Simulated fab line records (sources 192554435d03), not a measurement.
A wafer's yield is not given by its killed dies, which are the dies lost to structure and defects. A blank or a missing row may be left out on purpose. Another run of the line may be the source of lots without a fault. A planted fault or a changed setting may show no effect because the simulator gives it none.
Matching of chambers :: flow n5Finfet :: N5_BEOL_M14_ETCH_59 on rieDiel-04: 4 sister chambers
The step etches BARC in N2/H2, target depth 89 nm, overetch 26.7 nm, time 67.9 s. 4 wafers are shown with their chamber, then 8 later ones without.

== EACH WAFER AND ITS CHAMBER ==
wafer: L084.2
chamber: 2
showerheadPlenumPTorr (Torr): 2.56

wafer: L085.1
chamber: 3
showerheadPlenumPTorr (Torr): 2.56

wafer: L085.3
chamber: 0
showerheadPlenumPTorr (Torr): 2.49

wafer: L089.3
chamber: 1
showerheadPlenumPTorr (Torr): 2.47

== WAFERS WITHOUT THEIR CHAMBER ==
wafer: L089.4
showerheadPlenumPTorr (Torr): 2.56

wafer: L089.5
showerheadPlenumPTorr (Torr): 2.49

wafer: L092.2
showerheadPlenumPTorr (Torr): 2.47

wafer: L092.5
showerheadPlenumPTorr (Torr): 2.55

wafer: L092.6
showerheadPlenumPTorr (Torr): 2.48

wafer: L095.2
showerheadPlenumPTorr (Torr): 2.55

wafer: L095.3
showerheadPlenumPTorr (Torr): 2.48

wafer: L095.6
showerheadPlenumPTorr (Torr): 2.48

== WHICH CHAMBER EACH WENT THROUGH ==
wafer: L089.4
from the rows above: can't be placed: 2 or 3
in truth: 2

wafer: L089.5
from the rows above: 0
in truth: 0

wafer: L092.2
from the rows above: 1
in truth: 1

wafer: L092.5
from the rows above: can't be placed: 2 or 3
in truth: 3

wafer: L092.6
from the rows above: can't be placed: 1 or 0
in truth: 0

wafer: L095.2
from the rows above: can't be placed: 2 or 3
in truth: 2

wafer: L095.3
from the rows above: can't be placed: 1 or 0
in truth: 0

wafer: L095.6
from the rows above: can't be placed: 1 or 0
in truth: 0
2 of 8 placed correctly. Can't be placed from these rows: 6 (the true chamber is among the candidates in 6). Number placed wrongly: 0.
How it was worked out, from the rows above alone: a wafer's distance from a chamber is the root of the sum, over the readings, of the square of ((its reading less the chamber's mean) divided by the reading's scatter). If the next closest chamber is less than 2 further off than the closest, the wafer can't be placed; otherwise it belongs to the closest. The mean given for a chamber averages the wafers shown for that chamber. The scatter (one wafer shown for each chamber): square how far every hidden wafer sits from the nearest shown wafer, average those squares and take the square root.
